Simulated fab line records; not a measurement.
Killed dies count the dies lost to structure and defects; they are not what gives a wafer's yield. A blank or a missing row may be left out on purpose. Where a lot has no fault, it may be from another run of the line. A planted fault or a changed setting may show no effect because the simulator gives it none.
fab line records	flow n5_finfet
record lots=24	wafers=72	last_day=22
route steps=1938 shown FIN_SAQP@95 STI_FIN_REVEAL@191 DUMMY_GATE@231
lots untouched by any fault: they come from a run of this same line in which no faults occurred
start_h: hours from the record's opening day to when the first of the lot's shown wafers began	wait_h: hours from the lot's prior step to this one	" the same as in the row above	L1.1+2: several wafers, shown together as one row	- no value, or no start was given	* or withheld: withheld	< > ~ a bound
route shown NAME@n: names a module that has steps shown in the file, with the first one's number in the route	usual: average and standard deviation across the fault-free wafers	same: alike in all rows	chamber/n: place in a boat	sites: per-site readings	_std_site: how widely they spread, as a standard deviation	_edge_site: inner sites' mean taken away from outer sites' mean	radius_mm: for every site, how far away it sits from the centre of the wafer	mask NAME#n: copy n	behind: the tool/chamber that last shaped the wafer	hold: the reason the lot was held/the length of the hold in hours/how it ended	device: the n, p or np transistor that did not switch	end of line: the route-end tests of the same wafers	a step given without rows: its recipe and nothing more	killed: not the wafer's yield, but the dies lost to structure and defects at the first sort	map: dies across one wafer; x = killed, . = not, _ = none there
set.NAME: the setting that was run; set.NAME@STEP: the one run at that earlier step	model.NAME: the simulator's own value behind a step, which no gauge read
one table for each step of the route and one row for each wafer, over a sample of lots
services: from which hour (start_h, from the record's first day; less than 0 if before it) a tool's chamber was out of use, for how many hours, and why
## steps
# step N5_FIN_SAQP_DENSIFY_62
# recipe temp_c=700	time_s=60	ambient=N2	idle_temp_c=600	ramp_up_c_per_s=150	ramp_down_c_per_s=60	cool_to_c=600
# usual lamp_power_pct=9.85/0.054	lamp_zone_4_pct=9.838/0.01	wafer_temp_C_max=703.3/0.59
# same time_s=60
lot.wafer	tool	chamber	start_h	wait_h	lamp_power_pct	lamp_zone_4_pct	wafer_temp_C_max
L074.1	rtp_anneal-01	0	21.42	0.3	9.80	9.845	703.6
L074.3	"	0	"	"	9.87	9.844	702.6
L074.5	"	0	"	"	9.99	9.848	702.9
L075.2	rtp_anneal-01	0	26.99	0.3	9.85	9.833	704.3
L075.4	"	0	"	"	9.84	9.848	702.9
L075.5	"	0	"	"	9.86	9.831	703.1
L076.4	rtp_anneal-02	0	32.99	0.2	9.80	9.854	702.7
L076.5	"	0	"	"	9.89	9.825	703.5
L076.6	"	0	"	"	9.89	9.836	702.9
L077.1	rtp_anneal-01	0	39.53	0.1	9.94	9.838	703.6
L077.4	"	0	"	"	9.81	9.843	702.8
L077.6	"	0	"	"	9.97	9.841	703.5
L078.4	rtp_anneal-01	0	45.21	0.2	9.82	9.840	702.6
L078.5	"	0	"	"	9.89	9.841	704.0
L078.6	"	0	"	"	9.89	9.840	702.8
L079.1	rtp_anneal-02	0	51.05	0.2	9.86	9.848	702.7
L079.3	"	0	"	"	9.78	9.829	703.9
L079.4	"	0	"	"	9.91	9.841	703.3
L080.3	rtp_anneal-01	0	57.20	0.2	9.71	9.847	702.8
L080.4	"	0	"	"	9.87	9.841	703.4
L080.5	"	0	"	"	9.83	9.839	703.9
L081.1	rtp_anneal-02	0	62.71	0.1	9.82	9.845	703.4
L081.2	"	0	"	"	9.84	9.845	703.3
L081.4	"	0	"	"	9.87	9.847	703.8
L082.1	rtp_anneal-02	0	69.72	0.1	9.88	9.837	702.6
L082.3	"	0	"	"	9.90	9.847	703.1
L082.6	"	0	"	"	9.81	9.830	702.9
L083.2	rtp_anneal-01	0	75.48	0.1	9.81	9.839	703.5
L083.3	"	0	"	"	9.87	9.828	703.5
L083.4	"	0	"	"	9.85	9.849	702.9
L084.4	rtp_anneal-02	0	81.46	0.2	9.84	9.852	703.4
L084.5	"	0	"	"	9.91	9.829	703.5
L084.6	"	0	"	"	9.81	9.828	703.2
L085.1	rtp_anneal-01	0	87.59	0.3	9.80	9.839	705.5
L085.2	"	0	"	"	9.77	9.848	702.8
L085.6	"	0	"	"	9.82	9.830	702.3
L086.3	rtp_anneal-02	0	95.35	0.3	9.84	9.844	703.0
L086.5	"	0	"	"	9.77	9.841	703.2
L086.6	"	0	"	"	9.90	9.837	703.1
L087.2	rtp_anneal-01	0	100.99	0.1	9.78	9.844	703.5
L087.4	"	0	"	"	9.84	9.843	702.6
L087.6	"	0	"	"	9.79	9.824	704.2
L088.2	rtp_anneal-01	0	105.72	0.1	9.85	9.834	702.5
L088.5	"	0	"	"	9.90	9.822	702.9
L088.6	"	0	"	"	9.89	9.843	702.5
L089.1	rtp_anneal-02	0	111.68	0.2	9.85	9.823	704.1
L089.2	"	0	"	"	9.88	9.826	703.2
L089.3	"	0	"	"	9.81	9.831	703.1
L090.3	rtp_anneal-01	0	117.38	0.3	9.84	9.851	703.1
L090.5	"	0	"	"	9.80	9.834	702.8
L090.6	"	0	"	"	9.92	9.840	702.8
L091.1	rtp_anneal-02	0	123.35	0.1	9.76	9.826	702.6
L091.2	"	0	"	"	9.90	9.842	703.1
L091.3	"	0	"	"	9.84	9.854	705.2
L092.1	rtp_anneal-02	0	129.40	0.4	9.83	9.818	702.8
L092.2	"	0	"	"	9.78	9.836	703.3
L092.5	"	0	"	"	9.93	9.840	703.4
L093.1	rtp_anneal-01	0	134.94	0.1	9.86	9.844	702.9
L093.4	"	0	"	"	9.85	9.846	703.7
L093.5	"	0	"	"	9.94	9.846	703.6
L094.1	rtp_anneal-02	0	140.99	0.1	9.88	9.833	703.8
L094.5	"	0	"	"	9.87	9.803	702.4
L094.6	"	0	"	"	9.93	9.825	703.8
L095.4	rtp_anneal-01	0	146.71	0.2	9.94	9.858	704.0
L095.5	"	0	"	"	9.77	9.835	703.2
L095.6	"	0	"	"	9.88	9.843	703.7
L096.3	rtp_anneal-02	0	153.39	0.3	9.85	9.839	703.5
L096.4	"	0	"	"	9.82	9.844	703.3
L096.6	"	0	"	"	9.84	9.832	704.6
L097.3	rtp_anneal-01	0	159.76	0.2	9.83	9.844	703.5
L097.4	"	0	"	"	9.82	9.830	703.6
L097.5	"	0	"	"	9.87	9.845	703.8
# step N5_FIN_SAQP_HM_DEP_72
# recipe material=SiO2	target_thk_a=120	temp_c=400	precursor=SiH4/N2O	pressure_torr=0.75	rf_w=275	time_s=7.2
# usual heater_power_outer_w=459/46	heater_power_w=755/69	showerhead_plenum_p_Torr=8.12/0.13
# same time_s=7.2
lot.wafer	tool	chamber	start_h	wait_h	heater_power_outer_w	heater_power_w	showerhead_plenum_p_Torr
L074.1	pecvd-01	0	22.00	0.0	513	764	8.08
L074.3	"	1	"	"	494	806	8.28
L074.5	"	1	"	"	496	805	8.31
L075.2	pecvd-03	2	27.58	0.0	500	769	8.10
L075.4	"	2	"	"	503	770	8.09
L075.5	"	1	"	"	442	811	7.87
L076.4	pecvd-01	0	33.47	0.1	513	789	8.06
L076.5	"	0	"	"	519	781	8.09
L076.6	"	1	"	"	434	748	8.28
L077.1	pecvd-01	1	40.08	0.0	490	806	8.32
L077.4	"	1	"	"	473	797	8.29
L077.6	"	0	"	"	512	765	8.08
L078.4	pecvd-03	0	45.69	0.1	515	835	8.15
L078.5	"	1	"	"	411	793	7.89
L078.6	"	2	"	"	464	755	8.11
L079.1	pecvd-04	0	51.61	0.0	482	770	7.96
L079.3	"	2	"	"	439	695	8.03
L079.4	"	2	"	"	440	721	8.04
L080.3	pecvd-01	0	57.69	0.0	512	770	8.05
L080.4	"	2	"	"	514	857	8.18
L080.5	"	0	"	"	512	780	8.08
L081.1	pecvd-03	1	63.26	0.0	389	764	7.89
L081.2	"	0	"	"	506	830	8.14
L081.4	"	2	"	"	439	714	8.08
L082.1	pecvd-01	2	70.27	0.0	429	755	8.15
L082.3	"	2	"	"	433	723	8.16
L082.6	"	2	"	"	436	742	8.19
L083.2	pecvd-04	2	75.99	0.0	387	637	8.01
L083.3	"	0	"	"	473	798	8.00
L083.4	"	0	"	"	486	793	7.98
L084.4	pecvd-01	1	81.94	0.1	455	773	8.31
L084.5	"	2	"	"	530	874	8.17
L084.6	"	0	"	"	495	738	8.07
L085.1	pecvd-03	2	88.14	0.0	480	753	8.09
L085.2	"	1	"	"	419	802	7.89
L085.6	"	0	"	"	512	847	8.15
L086.3	pecvd-03	0	95.84	0.0	487	805	8.14
L086.5	"	1	"	"	343	686	7.91
L086.6	"	2	"	"	467	748	8.07
L087.2	pecvd-04	1	101.51	0.0	388	607	8.27
L087.4	"	0	"	"	471	769	7.98
L087.6	"	1	"	"	388	638	8.28
L088.2	pecvd-03	1	106.28	0.0	431	808	7.86
L088.5	"	1	"	"	438	819	7.89
L088.6	"	2	"	"	524	806	8.10
L089.1	pecvd-03	1	112.24	0.0	426	808	7.87
L089.2	"	0	"	"	507	857	8.14
L089.3	"	2	"	"	497	789	8.07
L090.3	pecvd-04	1	117.88	0.0	446	709	8.27
L090.5	"	2	"	"	396	668	8.05
L090.6	"	1	"	"	453	712	8.29
L091.1	pecvd-01	2	123.90	0.0	530	895	8.16
L091.2	"	0	"	"	437	684	8.06
L091.3	"	1	"	"	432	735	8.28
L092.1	pecvd-01	0	129.97	0.0	455	705	8.09
L092.2	"	2	"	"	496	818	8.19
L092.5	"	1	"	"	498	813	8.29
L093.1	pecvd-04	1	135.48	0.0	444	669	8.25
L093.4	"	1	"	"	433	664	8.25
L093.5	"	2	"	"	371	606	8.06
L094.1	pecvd-04	0	141.59	0.0	463	775	7.97
L094.5	"	2	"	"	380	605	8.06
L094.6	"	0	"	"	456	766	7.97
L095.4	pecvd-01	0	147.19	0.1	515	781	8.09
L095.5	"	1	"	"	430	724	8.29
L095.6	"	2	"	"	531	887	8.16
L096.3	pecvd-04	2	153.90	0.1	380	623	8.04
L096.4	"	1	"	"	428	672	8.25
L096.6	"	1	"	"	425	680	8.25
L097.3	pecvd-01	0	160.33	0.0	517	779	8.07
L097.4	"	0	"	"	524	764	8.07
L097.5	"	1	"	"	460	774	8.29
# step N5_FIN_SAQP_SPACER1_ALD_24
# recipe material=SiO2	target_thk_a=203	temp_c=300	ald_precursor_family=BDEAS	ald_co_reactant=O2-plasma	pulse_time_s=1	purge_time_s=2	co_reactant_purge_time_s=2	ald_cycles=218	pressure_torr=2
# usual heater_power_outer_w=264/26	heater_power_w=460/41	precursor_pulse_height_rel=0.999/0.019
lot.wafer	tool	chamber	start_h	wait_h	heater_power_outer_w	heater_power_w	precursor_pulse_height_rel
L074.1	ald_sin-01	0	23.73	0.3	215	391	0.979
L074.3	"	1	"	"	266	466	1.007
L074.5	"	0	"	"	216	388	1.001
L075.2	ald_sin-02	0	29.24	0.3	244	452	1.017
L075.4	"	1	"	"	261	464	1.006
L075.5	"	2	"	"	238	442	1.025
L076.4	ald_sin-04	2	35.10	0.1	244	406	0.960
L076.5	"	1	"	"	260	440	0.993
L076.6	"	2	"	"	250	417	1.012
L077.1	ald_sin-02	2	42.73	0.3	243	440	0.964
L077.4	"	1	"	"	260	464	0.946
L077.6	"	3	"	"	253	454	1.035
L078.4	ald_sin-04	0	47.78	0.1	289	476	0.981
L078.5	"	1	"	"	257	441	0.996
L078.6	"	2	"	"	253	424	1.014
L079.1	ald_sin-02	2	53.39	0.4	239	449	0.992
L079.3	"	3	"	"	264	453	1.045
L079.4	"	1	"	"	265	451	1.015
L080.3	ald_sin-02	2	59.20	0.1	242	443	0.993
L080.4	"	3	"	"	260	444	1.011
L080.5	"	0	"	"	245	440	1.000
L081.1	ald_sin-04	3	64.77	0.3	307	532	1.005
L081.2	"	2	"	"	246	422	0.984
L081.4	"	1	"	"	262	444	1.002
L082.1	ald_sin-01	1	72.19	0.3	271	471	1.000
L082.3	"	0	"	"	211	392	1.010
L082.6	"	0	"	"	221	390	0.988
L083.2	ald_sin-04	0	79.57	1.9	290	487	1.004
L083.3	"	3	"	"	310	532	1.023
L083.4	"	2	"	"	252	426	0.999
L084.4	ald_sin-02	0	83.63	0.3	252	429	0.990
L084.5	"	1	"	"	258	464	1.018
L084.6	"	0	"	"	247	450	0.981
L085.1	ald_sin-02	2	89.64	0.3	239	453	0.975
L085.2	"	1	"	"	261	462	0.993
L085.6	"	0	"	"	244	433	1.039
L086.3	ald_sin-04	1	97.91	0.5	267	438	0.994
L086.5	"	1	"	"	260	433	1.006
L086.6	"	0	"	"	273	489	1.006
L087.2	ald_sin-04	1	103.20	0.3	266	444	1.019
L087.4	"	0	"	"	281	494	1.009
L087.6	"	3	"	"	303	565	0.995
L088.2	ald_sin-01	3	107.91	0.3	291	470	1.017
L088.5	"	3	"	"	296	481	1.010
L088.6	"	0	"	"	222	389	1.022
L089.1	ald_sin-04	0	113.87	0.3	274	473	0.993
L089.2	"	1	"	"	261	439	1.007
L089.3	"	2	"	"	254	419	0.983
L090.3	ald_sin-01	2	119.41	0.1	316	538	1.013
L090.5	"	0	"	"	217	395	1.012
L090.6	"	1	"	"	266	478	0.985
L091.1	ald_sin-04	1	125.53	0.3	261	450	0.984
L091.2	"	3	"	"	320	519	1.019
L091.3	"	0	"	"	285	490	1.010
L092.1	ald_sin-01	2	131.62	0.3	314	558	1.020
L092.2	"	0	"	"	218	396	0.973
L092.5	"	1	"	"	260	479	1.004
L093.1	ald_sin-02	2	137.03	0.3	246	438	0.972
L093.4	"	0	"	"	244	435	0.998
L093.5	"	3	"	"	263	441	0.999
L094.1	ald_sin-04	3	143.94	1.0	314	553	1.027
L094.5	"	3	"	"	321	556	0.988
L094.6	"	0	"	"	278	491	1.003
L095.4	ald_sin-02	2	149.27	0.5	248	449	0.968
L095.5	"	1	"	"	262	461	0.991
L095.6	"	0	"	"	254	436	1.021
L096.3	ald_sin-01	1	155.59	0.1	266	477	1.024
L096.4	"	0	"	"	221	386	1.044
L096.6	"	0	"	"	223	391	0.992
L097.3	ald_sin-02	1	162.27	0.1	274	456	0.988
L097.4	"	3	"	"	256	445	0.995
L097.5	"	2	"	"	240	447	0.996
# step N5_STI_FIN_REVEAL_STRIP_24
# recipe chemistry=N2/H2	time_s=90	power_w=100	temp_c=40	pressure_mtorr=100	rf_frequency_hz=6e+07	bias_power_w=3	n2_flow_sccm=300	h2_flow_sccm=300
# usual drypump_motor_current_A=5.8/0.37	oes_product_au=0.75/0.062	rf_vpp_V=45.3/0.81	showerhead_plenum_p_Torr=3.39/0.13	throttle_valve_pct=12.33/0.16
# same time_s=90
lot.wafer	tool	chamber	start_h	wait_h	drypump_motor_current_A	oes_product_au	rf_hours_counter_h	rf_vpp_V	showerhead_plenum_p_Torr	throttle_valve_pct
L074.1	rie_diel-05	3	34.15	0.0	6.6	0.74	137	47.1	3.51	12.23
L074.3	"	2	"	"	5.8	0.73	173	46.1	3.49	12.46
L074.5	"	1	"	"	5.4	0.70	-	45.1	3.23	12.49
L075.2	rie_diel-05	3	39.56	0.0	6.6	0.74	139	44.0	3.51	12.22
L075.4	"	1	"	"	5.4	0.70	208	44.6	3.23	12.49
L075.5	"	2	"	"	5.8	0.72	-	43.7	3.49	12.48
L076.4	rie_diel-04	1	45.79	0.0	5.6	0.70	247	44.6	3.33	12.74
L076.5	"	0	"	"	6.1	0.71	-	44.0	3.22	12.46
L076.6	"	3	"	"	5.1	0.73	-	46.5	3.49	12.49
L077.1	rie_diel-02	1	53.36	0.0	5.8	0.77	123	45.8	3.53	12.14
L077.4	"	2	"	"	5.7	0.86	54	43.7	3.57	12.20
L077.6	"	3	"	"	5.6	0.82	-	45.8	3.27	12.25
L078.4	rie_diel-05	2	59.14	0.0	5.7	0.73	181	44.6	3.49	12.48
L078.5	"	2	"	"	5.8	0.73	-	46.4	3.49	12.49
L078.6	"	1	"	"	5.4	0.69	-	44.3	3.23	12.50
L079.1	rie_diel-04	2	64.65	0.0	5.2	0.74	167	45.9	3.35	12.21
L079.3	"	0	"	"	6.1	0.70	216	45.5	3.22	12.48
L079.4	"	2	"	"	5.2	0.73	-	46.6	3.35	12.19
L080.3	rie_diel-02	3	70.90	0.0	5.6	0.82	108	45.9	3.27	12.28
L080.4	"	2	"	"	5.7	0.85	60	44.8	3.57	12.20
L080.5	"	2	"	"	5.7	0.86	-	45.6	3.57	12.21
L081.1	rie_diel-02	2	76.12	0.0	5.7	0.85	61	45.6	3.57	12.20
L081.2	"	3	"	"	5.7	0.80	110	45.5	3.26	12.28
L081.4	"	0	"	"	5.6	0.73	160	45.4	3.24	12.12
L082.1	rie_diel-04	2	82.68	0.0	5.2	0.73	174	45.0	3.35	12.23
L082.3	"	1	"	"	5.6	1.00	3	45.3	3.32	12.10
L082.6	"	2	"	"	5.2	0.73	-	45.7	3.35	12.21
L083.2	rie_diel-05	1	90.13	0.0	5.4	0.70	225	44.5	3.22	12.52
L083.3	"	0	"	"	6.3	0.69	242	45.1	3.47	12.67
L083.4	"	2	"	"	5.8	0.71	192	44.2	3.48	12.52
L084.4	rie_diel-02	2	93.95	0.0	5.7	0.84	67	44.7	3.57	12.23
L084.5	"	1	"	"	5.8	0.76	-	44.2	3.52	12.16
L084.6	"	0	"	"	5.7	0.73	-	44.7	3.24	12.13
L085.1	rie_diel-05	2	103.16	0.0	5.7	0.72	196	44.9	3.48	12.50
L085.2	"	3	"	"	6.6	0.72	160	46.5	3.50	12.30
L085.6	"	1	"	"	5.4	0.69	-	44.1	3.22	12.55
L086.3	rie_diel-05	0	109.26	0.0	6.3	0.68	248	45.5	3.47	12.69
L086.5	"	3	"	"	6.7	0.73	-	45.1	3.50	12.29
L086.6	"	2	"	"	5.8	0.71	-	45.6	3.48	12.54
L087.2	rie_diel-05	2	114.04	0.0	5.8	0.71	200	44.6	3.48	12.52
L087.4	"	2	"	"	5.8	0.70	-	46.0	3.48	12.54
L087.6	"	3	"	"	6.6	0.71	-	45.1	3.50	12.30
L088.2	rie_diel-02	1	118.71	0.0	5.8	0.75	145	44.1	3.51	12.21
L088.5	"	1	"	"	5.8	0.75	-	46.2	3.51	12.21
L088.6	"	2	"	"	5.7	0.82	-	45.4	3.56	12.25
L089.1	rie_diel-02	0	124.11	0.0	5.6	0.72	175	46.2	3.23	12.15
L089.2	"	2	"	"	5.7	0.83	77	45.3	3.56	12.26
L089.3	"	3	"	"	5.6	0.80	125	44.6	3.26	12.33
L090.3	rie_diel-02	2	130.70	0.0	5.7	0.82	79	46.2	3.56	12.26
L090.5	"	0	"	"	5.6	0.72	-	45.9	3.23	12.16
L090.6	"	3	"	"	5.6	0.79	-	45.2	3.26	12.34
L091.1	rie_diel-04	0	136.99	0.0	6.1	0.69	243	47.1	3.20	12.55
L091.2	"	3	"	"	5.2	0.71	218	45.3	3.47	12.55
L091.3	"	1	"	"	5.6	0.94	25	46.1	3.31	12.16
L092.1	rie_diel-02	3	142.44	0.0	5.6	0.79	132	45.8	3.25	12.33
L092.2	"	2	"	"	5.7	0.83	84	46.0	3.56	12.25
L092.5	"	3	"	"	5.6	0.78	-	45.9	3.25	12.35
L093.1	rie_diel-02	3	147.22	0.0	5.6	0.78	134	44.9	3.25	12.34
L093.4	"	2	"	"	5.7	0.82	86	45.9	3.56	12.27
L093.5	"	3	"	"	5.6	0.79	-	45.3	3.25	12.35
L094.1	rie_diel-02	3	154.25	0.0	5.6	0.78	137	44.6	3.25	12.35
L094.5	"	2	"	"	5.7	0.82	-	45.0	3.55	12.28
L094.6	"	3	"	"	5.7	0.78	-	44.9	3.25	12.35
L095.4	rie_diel-02	1	159.15	0.0	5.8	0.74	159	44.8	3.51	12.24
L095.5	"	1	"	"	5.8	0.74	-	45.3	3.51	12.24
L095.6	"	0	"	"	5.6	0.72	-	46.0	3.23	12.18
L096.3	rie_diel-02	2	167.63	0.0	5.7	0.81	92	45.1	3.55	12.29
L096.4	"	1	"	"	5.8	0.75	162	45.6	3.50	12.23
L096.6	"	3	"	"	5.6	0.78	-	45.4	3.25	12.37
L097.3	rie_diel-05	0	172.74	0.0	6.3	0.94	15	46.9	3.46	12.10
L097.4	"	3	"	"	6.6	0.70	-	45.0	3.48	12.35
L097.5	"	2	"	"	5.8	0.69	-	45.6	3.47	12.58
# step N5_DUMMY_GATE_CD_MEAS_15
# recipe target_cd_nm=25.8	landing_energy_ev=500	detector=se_inlens
# usual cd_nm=25.00/0.23
lot.wafer	tool	chamber	start_h	wait_h	cd_nm
L074.1	cd_sem-02	0	46.09	-	24.96
L074.3	"	0	"	"	25.25
L074.5	"	0	"	"	24.93
L075.2	cd_sem-01	0	51.16	-	24.76
L075.4	"	0	"	"	24.69
L075.5	"	0	"	"	24.65
L076.4	cd_sem-03	0	57.45	-	24.55
L076.5	"	0	"	"	24.84
L076.6	"	0	"	"	24.96
L077.1	cd_sem-03	0	64.99	-	24.99
L077.4	"	0	"	"	24.90
L077.6	"	0	"	"	24.87
L078.4	cd_sem-02	0	70.65	-	25.01
L078.5	"	0	"	"	24.88
L078.6	"	0	"	"	25.21
L079.1	cd_sem-03	0	76.15	-	25.07
L079.3	"	0	"	"	24.98
L079.4	"	0	"	"	25.13
L080.3	cd_sem-01	0	82.52	-	25.11
L080.4	"	0	"	"	24.80
L080.5	"	0	"	"	24.95
L081.1	cd_sem-01	0	88.57	-	25.09
L081.2	"	0	"	"	24.61
L081.4	"	0	"	"	24.98
L082.1	cd_sem-02	0	95.11	-	25.20
L082.3	"	0	"	"	24.92
L082.6	"	0	"	"	24.89
L083.2	cd_sem-02	0	105.87	-	25.33
L083.3	"	0	"	"	24.82
L083.4	"	0	"	"	25.36
L084.4	cd_sem-03	0	107.96	-	25.14
L084.5	"	0	"	"	25.25
L084.6	"	0	"	"	25.04
L085.1	cd_sem-03	0	114.80	-	25.32
L085.2	"	0	"	"	25.25
L085.6	"	0	"	"	24.84
L086.3	cd_sem-02	0	120.77	-	25.31
L086.5	"	0	"	"	24.95
L086.6	"	0	"	"	25.30
L087.2	cd_sem-02	0	125.98	-	25.00
L087.4	"	0	"	"	24.86
L087.6	"	0	"	"	24.95
L088.2	cd_sem-01	0	130.60	-	24.99
L088.5	"	0	"	"	24.79
L088.6	"	0	"	"	24.85
L089.1	cd_sem-02	0	135.83	-	25.21
L089.2	"	0	"	"	25.07
L089.3	"	0	"	"	24.79
L090.3	cd_sem-01	0	142.19	-	25.36
L090.5	"	0	"	"	25.15
L090.6	"	0	"	"	24.97
L091.1	cd_sem-03	0	148.68	-	24.90
L091.2	"	0	"	"	24.80
L091.3	"	0	"	"	25.00
L092.1	cd_sem-03	0	154.07	-	25.19
L092.2	"	0	"	"	25.34
L092.5	"	0	"	"	25.51
L093.1	cd_sem-03	0	158.74	-	25.13
L093.4	"	0	"	"	24.63
L093.5	"	0	"	"	24.89
L094.1	cd_sem-02	0	165.99	-	24.92
L094.5	"	0	"	"	24.76
L094.6	"	0	"	"	25.14
L095.4	cd_sem-01	0	170.84	-	24.97
L095.5	"	0	"	"	24.64
L095.6	"	0	"	"	24.94
L096.3	cd_sem-02	0	179.17	-	25.24
L096.4	"	0	"	"	25.17
L096.6	"	0	"	"	25.18
L097.3	cd_sem-02	0	190.22	-	24.44
L097.4	"	0	"	"	24.72
L097.5	"	0	"	"	25.00
# step N5_DUMMY_GATE_CD_MEAS_50
# recipe target_cd_nm=14
# usual cd_nm=13.98/0.3
lot.wafer	tool	chamber	start_h	wait_h	cd_nm
L074.1	cd_sem-01	-	46.74	0.0	13.94
L074.3	"	-	"	"	13.93
L074.5	"	-	"	"	13.81
L075.2	cd_sem-01	-	51.72	0.0	14.18
L075.4	"	-	"	"	14.08
L075.5	"	-	"	"	13.92
L076.4	cd_sem-01	-	58.07	0.0	13.87
L076.5	"	-	"	"	14.25
L076.6	"	-	"	"	14.14
L077.1	cd_sem-01	-	65.83	0.0	13.25
L077.4	"	-	"	"	14.12
L077.6	"	-	"	"	13.65
L078.4	cd_sem-01	-	71.43	0.0	14.26
L078.5	"	-	"	"	14.23
L078.6	"	-	"	"	14.05
L079.1	cd_sem-02	-	76.74	0.0	13.69
L079.3	"	-	"	"	14.12
L079.4	"	-	"	"	14.11
L080.3	cd_sem-01	-	83.02	0.0	13.79
L080.4	"	-	"	"	13.95
L080.5	"	-	"	"	14.19
L081.1	cd_sem-02	-	89.14	0.0	13.82
L081.2	"	-	"	"	13.79
L081.4	"	-	"	"	13.49
L082.1	cd_sem-02	-	95.88	0.0	14.14
L082.3	"	-	"	"	14.06
L082.6	"	-	"	"	13.82
L083.2	cd_sem-03	-	106.38	0.0	13.97
L083.3	"	-	"	"	14.41
L083.4	"	-	"	"	14.43
L084.4	cd_sem-01	-	108.48	0.0	13.99
L084.5	"	-	"	"	14.25
L084.6	"	-	"	"	14.13
L085.1	cd_sem-02	-	115.48	0.0	13.83
L085.2	"	-	"	"	13.90
L085.6	"	-	"	"	13.74
L086.3	cd_sem-03	-	121.27	0.0	14.26
L086.5	"	-	"	"	14.03
L086.6	"	-	"	"	14.76
L087.2	cd_sem-02	-	126.94	0.0	13.98
L087.4	"	-	"	"	14.18
L087.6	"	-	"	"	13.43
L088.2	cd_sem-01	-	131.11	0.0	13.49
L088.5	"	-	"	"	13.91
L088.6	"	-	"	"	14.00
L089.1	cd_sem-03	-	136.56	0.0	14.09
L089.2	"	-	"	"	14.17
L089.3	"	-	"	"	14.26
L090.3	cd_sem-03	-	142.69	0.0	14.40
L090.5	"	-	"	"	14.16
L090.6	"	-	"	"	13.87
L091.1	cd_sem-03	-	149.36	0.0	14.04
L091.2	"	-	"	"	13.83
L091.3	"	-	"	"	13.68
L092.1	cd_sem-03	-	154.58	0.0	14.04
L092.2	"	-	"	"	13.98
L092.5	"	-	"	"	14.10
L093.1	cd_sem-01	-	159.26	0.0	13.81
L093.4	"	-	"	"	13.91
L093.5	"	-	"	"	13.67
L094.1	cd_sem-03	-	166.51	0.0	14.13
L094.5	"	-	"	"	13.62
L094.6	"	-	"	"	14.15
L095.4	cd_sem-03	-	171.46	0.0	14.05
L095.5	"	-	"	"	13.98
L095.6	"	-	"	"	14.06
L096.3	cd_sem-03	-	179.71	0.0	14.07
L096.4	"	-	"	"	14.09
L096.6	"	-	"	"	13.78
L097.3	cd_sem-03	-	190.75	0.0	13.56
L097.4	"	-	"	"	13.84
L097.5	"	-	"	"	13.87
## services
tool	chamber	start_h	hours	kind
pecvd-03	1	-1.28	21.5	repair
ald_sin-01	-	2.92	0.8	repair
ald_sin-04	-	17.17	2.8	pm
pecvd-01	2	21.12	-	clean
pecvd-01	2	21.12	-	consumable_replace:showerhead
ald_sin-04	3	24.02	1.6	repair
pecvd-03	-	31.31	1.3	repair
ald_sin-01	1	36.22	2.0	repair
ald_sin-04	2	40.18	4.4	repair
pecvd-01	0	59.15	15.6	repair
pecvd-03	1	65.16	3.6	repair
ald_sin-02	-	70.72	0.3	repair
rie_diel-04	3	81.15	6.9	repair
ald_sin-04	3	91.66	9.1	repair
ald_sin-01	-	95.28	1.1	repair
pecvd-03	-	118.87	2.8	pm
rie_diel-05	1	126.71	2.8	repair
ald_sin-01	3	140.26	2.1	repair
rie_diel-05	2	144.20	3.8	repair
pecvd-01	-	162.13	6.0	pm
rtp_anneal-02	-	164.30	4.1	pm
ald_sin-04	1	168.36	12.8	repair
ald_sin-02	3	170.47	2.3	repair
pecvd-01	2	172.07	17.2	repair
## key
fault none
